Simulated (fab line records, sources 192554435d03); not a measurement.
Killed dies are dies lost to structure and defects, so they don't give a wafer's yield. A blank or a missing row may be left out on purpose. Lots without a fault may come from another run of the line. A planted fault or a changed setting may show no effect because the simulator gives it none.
fab line records | flow n5_finfet
record lots=8 wafers=23 last_day=17
route steps=1938 shown PMOS_HMC_CHANNEL_EPI@70 FIN_SAQP@96 BEOL_M4@1111
lots that met no fault: from a run of the same line without faults
start_h: hours from the record's first day to the start of the lot's first wafer shown | wait_h: hours since the lot's step before | " the same as in the row above | L1.1+2: a row that stands for several wafers | - no value, or no start given | * or withheld: withheld | < > ~ a bound
route shown NAME@n: a module of which the file shows steps, and the number in the route of the first | usual: mean/standard deviation of fault-free wafers | same: alike in all rows | chamber/n: place in a boat | sites: the reading at each site | _std_site: their standard deviation | _edge_site: outer sites' mean less inner sites' | radius_mm: how far each site lies from the wafer's centre | mask NAME#n: copy n | behind: the tool/chamber that last shaped the wafer | hold: why the lot was held/for how many hours/how that ended | device: the transistor (n, p or np) that didn't switch | end of line: the same wafers' tests at the end of the route | a step without rows: its recipe alone | killed: dies lost to structure and defects at the first sort, not the wafer's yield | map: a wafer's dies, x killed, . not, _ none there
set.NAME: the setting as run; set.NAME@STEP: as run at that earlier step | model.NAME: the simulator's own value behind a step, which no gauge read
steps of the route over a sample of lots; a table a step, a row a wafer
services: from which hour (start_h, from the record's first day; less than 0 if before it) a tool's chamber was out of use, for how many hours, and why
## steps
# step N5_PMOS_HMC_CHANNEL_EPI_HM_OPEN_15
# recipe chemistry=CHF3/O2 target=SiO2 mask_material=CAR-ArF-block target_depth_a=406 CHF3_flow_sccm=50 O2_flow_sccm=5 Ar_flow_sccm=200 time_s=20.3 pressure_mtorr=30 source_w=650 bias_w=170 ion_energy_ev=200
# usual drypump_motor_current_A=5.9/0.62 oes_f_703_au=0.74/0.06 oes_product_au=0.74/0.065 rf_fwd_power_W=645.1/2.1 rf_vpp_V=524/5.5 showerhead_plenum_p_Torr=2.41/0.087 throttle_valve_pct=18.95/0.21
# columns lot.wafer tool chamber start_h wait_h drypump_motor_current_A oes_f_703_au oes_product_au rf_fwd_power_W rf_hours_counter_h rf_vpp_V showerhead_plenum_p_Torr throttle_valve_pct
L448.1 rie_diel-03 3 25.47 0.0 6.4 0.71 0.71 647.8 223 524 2.29 18.93
L448.3 " 0 " " 5.2 0.77 0.78 642.3 123 519 2.33 18.68
L448.6 " 2 " " 5.5 0.77 0.77 645.0 - 526 2.42 18.95
L453.1 rie_diel-03 0 53.23 0.0 5.2 0.76 0.78 644.1 131 518 2.32 18.68
L453.3 " 3 " " 6.4 0.70 0.71 646.7 231 524 2.29 18.94
L453.5 " 1 " " 6.1 0.76 0.77 641.7 - 534 2.52 18.91
L454.1 rie_diel-04 1 59.61 0.0 5.4 0.70 0.69 644.6 224 527 2.49 19.17
L454.2 " 2 " " 6.1 0.73 0.72 645.4 197 524 2.39 18.98
L454.5 " 2 " " 6.1 0.73 0.72 645.6 - 522 2.39 18.99
L463.4 rie_diel-01 1 113.13 0.0 4.7 0.69 0.69 642.8 - 528 2.48 19.25
L463.5 " 3 " " 6.2 0.78 0.80 647.0 - 533 2.34 18.66
L464.2 rie_diel-04 1 119.27 0.0 5.4 0.69 0.69 645.0 240 526 2.48 19.18
L464.4 " 3 " " 6.8 0.71 0.70 645.3 188 518 2.30 18.71
L464.6 " 2 " " 6.1 0.72 0.72 644.9 - 522 2.38 19.03
L467.1 rie_diel-01 2 138.53 0.0 6.6 0.70 0.68 648.2 236 523 2.38 19.23
L467.3 " 1 " " 4.7 0.69 0.68 647.0 249 525 2.47 19.26
L467.4 " 3 " " 6.2 0.77 0.80 648.1 93 534 2.33 18.67
L468.2 rie_diel-03 0 144.95 0.0 5.1 0.75 0.75 643.4 154 517 2.32 18.72
L468.3 " 1 " " 6.1 0.74 0.75 642.3 134 534 2.51 18.97
L468.4 " 2 " " 5.5 0.75 0.75 646.6 - 521 2.40 18.99
L469.3 rie_diel-01 2 150.02 0.0 6.5 0.69 0.68 645.1 240 522 2.37 19.24
L469.4 " 2 " " 6.5 0.70 0.67 645.0 - 524 2.37 19.24
L469.5 " 3 " " 6.3 0.78 0.79 644.0 - 532 2.33 18.69
# step N5_FIN_SAQP_HM_DEP_03
# recipe material=SiNx target_thk_a=380 temp_c=400 precursor=SiH4/NH3/N2 pressure_torr=1.5 rf_w=300 time_s=33.6
# usual heater_power_outer_w=490/80 heater_power_w=831/140 rf_fwd_power_W=297.5/1.2 showerhead_plenum_p_Torr=5.15/0.046 throttle_valve_pct=39.5/2.5
# columns lot.wafer tool chamber start_h wait_h heater_power_outer_w heater_power_w rf_fwd_power_W showerhead_plenum_p_Torr since_wet_clean_h throttle_valve_pct
L448.1 pecvd-04 1 28.70 0.2 434 912 295.9 5.06 1276 38.6
L448.3 " 0 " " 536 892 296.8 5.20 - 36.0
L448.6 " 1 " " 436 892 295.4 5.06 - 38.4
L453.1 pecvd-04 1 58.17 0.2 532 1066 295.9 5.06 1306 38.7
L453.3 " 2 " " 481 802 297.5 5.14 2031 39.5
L453.5 " 1 " " 555 1035 295.5 5.07 - 38.4
L454.1 pecvd-03 2 63.43 0.2 569 960 298.2 5.15 366 39.1
L454.2 " 0 " " 299 567 298.5 5.14 1130 42.9
L454.5 " 2 " " 595 947 299.0 5.15 - 39.0
L463.4 pecvd-04 1 116.78 0.1 564 1074 295.4 5.06 - 38.8
L463.5 " 0 " " 555 887 297.6 5.22 - 36.1
L464.2 pecvd-02 2 123.43 0.2 397 643 299.9 5.15 73 36.2
L464.4 " 0 " " 428 741 298.8 5.17 - 39.1
L464.6 " 1 " " 563 952 297.7 5.12 - 40.1
L467.1 pecvd-02 0 142.12 0.2 436 748 296.5 5.18 846 39.3
L467.3 " 2 " " 343 540 297.8 5.17 92 36.3
L467.4 " 0 " " 466 760 297.1 5.18 - 39.6
L468.2 pecvd-04 0 148.51 0.2 530 868 295.7 5.21 671 36.4
L468.3 " 1 " " 511 971 296.5 5.06 1396 38.6
L468.4 " 1 " " 498 965 297.0 5.05 - 38.8
L469.3 pecvd-02 0 154.18 0.1 464 778 296.9 5.17 858 39.3
L469.4 " 1 " " 531 898 296.6 5.12 - 40.3
L469.5 " 2 " " 405 625 297.4 5.17 - 36.0
# step N5_FIN_SAQP_PECVD_06
# recipe material=a-Si target_thk_a=600 temp_c=400 precursor=SiH4/He pressure_torr=3 rf_w=100 time_s=48.1
# usual heater_power_outer_w=532/88 heater_power_w=869/140 rf_fwd_power_W=99.3/0.37 showerhead_plenum_p_Torr=5.673/0.026 throttle_valve_pct=18.2/1.2
# columns lot.wafer tool chamber start_h wait_h heater_power_outer_w heater_power_w rf_fwd_power_W showerhead_plenum_p_Torr since_wet_clean_h throttle_valve_pct
L448.1 pecvd-03 0 28.93 0.0 375 676 100.0 5.667 1095 19.4
L448.3 " 1 " " 430 690 99.1 5.681 1820 19.9
L448.6 " 1 " " 430 704 99.0 5.681 - 20.2
L453.1 pecvd-02 1 58.37 0.0 550 924 98.9 5.645 1487 18.2
L453.3 " 0 " " 516 843 98.6 5.695 762 17.8
L453.5 " 0 " " 518 839 99.1 5.699 - 17.9
L454.1 pecvd-03 0 63.64 0.0 412 719 99.3 5.671 1130 19.5
L454.2 " 1 " " 511 769 99.3 5.680 1855 20.1
L454.5 " 2 " " 633 998 99.6 5.672 - 17.9
L463.4 pecvd-03 2 116.99 0.0 688 1038 99.8 5.670 - 18.0
L463.5 " 1 " " 468 751 - 5.680 - 20.1
L464.2 pecvd-03 0 123.63 0.0 391 676 - 5.681 1190 19.6
L464.4 " 2 " " 620 963 99.6 5.667 - 18.0
L464.6 " 1 " " 532 818 99.3 5.682 - 20.1
L467.1 pecvd-02 2 142.33 0.0 468 698 99.5 5.676 92 16.4
L467.3 " 0 " " 465 752 99.2 5.702 846 18.1
L467.4 " 1 " " 519 879 99.8 5.657 - 18.3
L468.2 pecvd-02 1 148.72 0.0 506 873 99.5 5.647 1578 18.3
L468.3 " 0 " " 534 861 99.0 5.682 853 17.9
L468.4 " 0 " " 530 901 99.2 5.698 - 17.9
L469.3 pecvd-04 0 154.45 0.0 623 1013 99.3 5.718 - 16.7
L469.4 " 2 " " 617 977 99.5 5.672 - 18.0
L469.5 " 0 " " 642 1028 99.1 5.726 - 16.6
# step N5_FIN_SAQP_THK_MEAS_07
# usual thk_nm=60.2/0.61
# columns lot.wafer tool chamber start_h wait_h thk_nm
L448.1 film_metro-01 - 29.02 0.1 59.3
L448.3 " - " " 59.9
L448.6 " - " " 60.8
L453.1 film_metro-02 - 58.46 0.1 59.7
L453.3 " - " " 59.2
L453.5 " - " " 60.3
L454.1 film_metro-01 - 63.72 0.1 60.3
L454.2 " - " " 60.6
L454.5 " - " " 60.8
L463.4 film_metro-02 - 117.05 0.0 60.3
L463.5 " - " " 31.2
L464.2 film_metro-01 - 123.72 0.1 30.9
L464.4 " - " " 61.0
L464.6 " - " " 60.1
L467.1 film_metro-01 - 142.42 0.1 59.8
L467.3 " - " " 59.3
L467.4 " - " " 60.3
L468.2 film_metro-01 - 148.81 0.1 59.9
L468.3 " - " " 59.4
L468.4 " - " " 60.7
L469.3 film_metro-01 - 154.54 0.1 60.3
L469.4 " - " " 59.9
L469.5 " - " " 60.4
# step N5_FIN_SAQP_HM_DEP_72
# recipe material=SiO2 target_thk_a=120 temp_c=400 precursor=SiH4/N2O pressure_torr=0.75 rf_w=275 time_s=7.2
# usual heater_power_outer_w=473/79 heater_power_w=789/130 rf_fwd_power_W=272.6/1.1 showerhead_plenum_p_Torr=8.16/0.066
# columns lot.wafer tool chamber start_h wait_h heater_power_outer_w heater_power_w rf_fwd_power_W showerhead_plenum_p_Torr since_wet_clean_h
L448.1 pecvd-02 0 29.06 0.0 495 793 270.7 8.22 733
L448.3 " 0 " " 496 826 271.3 8.20 -
L448.6 " 1 " " 532 890 271.9 8.12 -
L453.1 pecvd-04 0 58.50 0.0 576 915 272.2 8.29 581
L453.3 " 1 " " 513 1014 270.4 7.98 1306
L453.5 " 2 " " 518 825 272.6 8.12 -
L454.1 pecvd-02 0 63.76 0.0 403 699 272.8 8.22 768
L454.2 " 2 " " 437 662 272.4 8.20 14
L454.5 " 1 " " 445 784 273.2 8.12 -
L463.4 pecvd-02 0 117.11 0.1 493 796 271.1 8.22 -
L463.5 " 2 " " 355 567 274.0 8.18 -
L464.2 pecvd-02 0 123.76 0.0 458 798 272.1 8.23 828
L464.4 " 2 " " 369 578 272.3 8.21 -
L464.6 " 1 " " 555 928 272.4 8.13 -
L467.1 pecvd-02 0 142.46 0.0 447 748 270.5 8.23 846
L467.3 " 1 " " 567 934 272.6 8.10 1571
L467.4 " 2 " " 405 635 273.9 8.19 -
L468.2 pecvd-02 0 148.85 0.0 484 811 273.9 8.23 853
L468.3 " 1 " " 482 843 271.6 8.09 1578
L468.4 " 0 " " 491 808 272.5 8.19 -
L469.3 pecvd-03 2 154.58 0.0 553 893 272.6 8.17 457
L469.4 " 2 " " 557 879 273.4 8.16 -
L469.5 " 0 " " 293 571 272.6 8.14 -
# step N5_FIN_SAQP_MANDREL_ETCH_22
# recipe target_depth_a=600 chemistry=HBr/Cl2 target=a-Si stop_on=SiNx bt_time_s=10 over_etch_frac=0.5 time_s=30 pressure_mtorr=10 icp_w=800 bias_w=75 HBr_flow_sccm=150 Cl2_flow_sccm=80 ends=end_point
# usual drypump_motor_current_A=5.7/0.54 he_backside_leak_sccm=2.85/0.25 oes_product_au=0.776/0.013 rf_fwd_power_W=796.1/2.5 throttle_valve_pct=35.33/0.24
# columns lot.wafer tool chamber start_h wait_h drypump_motor_current_A he_backside_leak_sccm oes_product_au rf_fwd_power_W rf_hours_counter_h throttle_valve_pct
L448.1 rie_si-04 3 29.94 0.0 6.3 2.84 0.772 798.8 127 35.10
L448.3 " 2 " " 6.7 3.17 0.773 789.2 95 34.98
L448.6 " 1 " " 4.9 2.70 0.788 792.9 - 35.53
L453.1 rie_si-04 1 59.33 0.0 4.9 2.65 0.783 794.0 131 35.55
L453.3 " 3 " " 6.3 2.91 0.773 789.8 127 35.10
L453.5 " 0 " " 5.7 2.83 0.779 799.7 - 35.28
L454.1 rie_si-04 2 64.59 0.0 6.8 3.30 0.777 793.9 96 34.99
L454.2 " 1 " " 4.9 2.65 0.789 790.6 131 35.53
L454.5 " 0 " " 5.7 2.83 0.785 795.6 - 35.29
L463.4 rie_si-03 2 117.92 0.0 5.6 3.08 0.759 798.3 3 35.41
L463.5 " 3 " " 6.1 2.74 0.559 794.5 - 35.78
L464.2 rie_si-01 3 124.58 0.0 5.1 2.64 0.549 799.1 115 35.80
L464.4 " 2 " " 5.9 2.95 0.779 798.7 109 35.28
L464.6 " 0 " " 5.1 2.62 0.781 795.7 - 35.43
L467.1 rie_si-03 3 143.28 0.0 6.1 2.69 0.795 794.1 109 35.34
L467.3 " 2 " " 5.6 2.74 0.751 797.0 3 35.42
L467.4 " 1 " " 5.9 2.55 0.777 797.8 100 35.64
L468.2 rie_si-01 0 149.72 0.0 5.1 2.88 0.783 792.9 44 35.44
L468.3 " 3 " " 5.1 2.71 0.769 797.5 115 35.33
L468.4 " 1 " " 5.3 2.99 0.770 796.8 16 35.74
L469.3 rie_si-03 0 155.28 0.0 5.4 2.95 0.756 793.7 64 34.89
L469.4 " 1 " " 5.9 2.41 0.778 794.8 100 35.66
L469.5 " 2 " " 5.6 3.01 0.767 796.8 - 35.42
# step N5_BEOL_M4_RC_MEAS_101
# usual DIBL_N=35.9/1.4 DIBL_P=35.9/1.7 IOFF_N=0.155/0.023 IOFF_P=0.201/0.029 ION_N=672/8.8 ION_P=460/7 SS_N=71.6/0.48 SS_P=73.1/0.64 VT_N=250.0/3 VT_P=-251.6/3
# columns lot.wafer tool chamber start_h wait_h DIBL_N[mV/V] DIBL_P[mV/V] IOFF_N[nA/um] IOFF_P[nA/um] ION_N[uA/um] ION_P[uA/um] SS_N[mV/dec] SS_P[mV/dec] VT_N[mV] VT_P[mV]
L448.1 prober-02 0 172.95 0.0 34.9 33.6 0.130 0.184 652 452 71.9 72.2 256.1 -249.7
L448.3 " 0 " " 34.1 33.5 0.120 0.181 660 455 71.0 72.6 254.3 -250.7
L448.6 " 0 " " 35.3 35.0 0.145 0.213 664 463 71.7 72.7 251.9 -250.3
L453.1 prober-01 0 202.06 0.0 34.1 35.0 0.128 0.162 660 452 71.6 72.4 252.3 -254.1
L453.3 " 0 " " 35.3 36.8 0.150 0.179 674 457 71.1 73.4 249.7 -254.3
L453.5 " 0 " " 36.0 37.7 0.161 0.186 676 460 72.0 73.6 251.4 -253.0
L454.1 prober-02 0 216.75 0.0 33.8 33.6 0.126 0.147 669 453 70.9 72.7 251.1 -256.9
L454.2 " 0 " " 35.1 34.5 0.141 0.155 669 443 71.8 72.7 251.5 -256.8
L454.5 " 0 " " 34.4 34.1 0.131 0.148 665 448 70.8 72.1 252.5 -256.1
L463.4 prober-01 0 269.64 0.5 39.0 37.3 0.177 0.217 675 457 71.8 74.6 250.3 -251.7
L463.5 " 0 " " 37.4 35.3 0.144 0.196 675 458 71.4 73.4 247.9 -251.1
L464.2 prober-02 0 275.49 0.2 36.4 35.5 0.143 0.189 663 457 72.0 73.6 251.3 -252.0
L464.4 " 0 " " 35.6 35.2 0.139 0.183 666 455 71.2 72.5 253.8 -253.8
L464.6 " 0 " " 35.2 34.7 0.133 0.179 671 466 70.8 72.3 253.2 -254.1
L467.1 prober-02 0 286.47 0.0 39.1 39.8 0.211 0.260 682 462 72.3 74.4 243.3 -250.6
L467.3 " 0 " " 38.5 39.4 0.195 0.250 685 464 72.4 73.7 248.6 -249.5
L467.4 " 0 " " 37.6 38.0 0.187 0.231 686 469 71.8 73.0 243.6 -249.3
L468.2 prober-01 0 304.38 0.2 35.4 36.7 0.188 0.220 688 469 71.3 73.3 243.8 -248.9
L468.3 " 0 " " 36.3 38.7 0.205 0.250 680 465 71.7 73.7 244.3 -249.2
L468.4 " 0 " " 37.0 39.4 0.231 0.267 676 462 72.3 74.4 243.5 -249.4
L469.3 prober-01 0 306.07 0.6 35.9 35.7 0.155 0.183 679 461 71.4 72.8 248.4 -253.1
L469.4 " 0 " " 37.2 35.9 0.157 0.196 670 454 71.7 73.5 250.7 -252.3
L469.5 " 0 " " 34.9 34.2 0.132 0.171 666 451 70.5 73.4 252.3 -254.2
## services
# columns tool chamber start_h hours kind
pecvd-03 2 2.29 19.0 repair
rie_si-01 - 2.44 0.9 repair
rie_si-04 3 2.96 1.7 repair
pecvd-02 2 21.22 - clean
pecvd-02 2 21.22 - consumable_replace:showerhead
pecvd-02 2 21.22 29.0 scheduled_down
pecvd-02 2 21.22 29.0 vent_cycle
rie_si-04 - 21.28 2.8 pm
rie_si-03 1 25.62 12.0 repair
rie_diel-01 - 40.54 1.4 repair
rie_diel-01 - 45.33 4.0 pm
rie_si-01 3 46.02 3.3 repair
rie_diel-04 0 78.56 1.2 repair
pecvd-04 2 87.76 4.7 repair
rie_si-01 0 97.66 6.8 repair
pecvd-04 - 100.78 6.0 pm
rie_si-04 - 111.63 2.9 repair
rie_si-04 - 118.74 14.6 pm
rie_diel-03 - 123.29 14.6 pm
rie_diel-04 2 124.85 24.6 repair
pecvd-04 - 133.79 2.8 pm
pecvd-04 - 138.03 0.5 repair
rie_si-04 2 147.65 6.1 repair
rie_si-03 2 152.56 1.8 repair
## key
first_sign step=N5_FIN_SAQP_THK_MEAS_07 reading=thk_nm direction=down sigmas=48 usual=* struck=*
effect step=N5_FIN_SAQP_MANDREL_ETCH_22 reading=oes_product_au direction=down sigmas=17 usual=0.776 struck=0.554
met_at N5_FIN_SAQP_PECVD_06
struck_lots L463,L464
struck_wafers L463.5,L464.2
not_acting_at N5_PMOS_HMC_CHANNEL_EPI_HM_OPEN_15,N5_FIN_SAQP_HM_DEP_03,N5_FIN_SAQP_HM_DEP_72
onset_between 63.64 116.99
fault kind=process_parameter_drift tool=pecvd-03 chamber=- onset_h=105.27 steps=N5_FIN_SAQP_PECVD_06 channel=time_s offset=* shape=step end_h=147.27 scope=struck_wafers_only acts_in=* stated=*
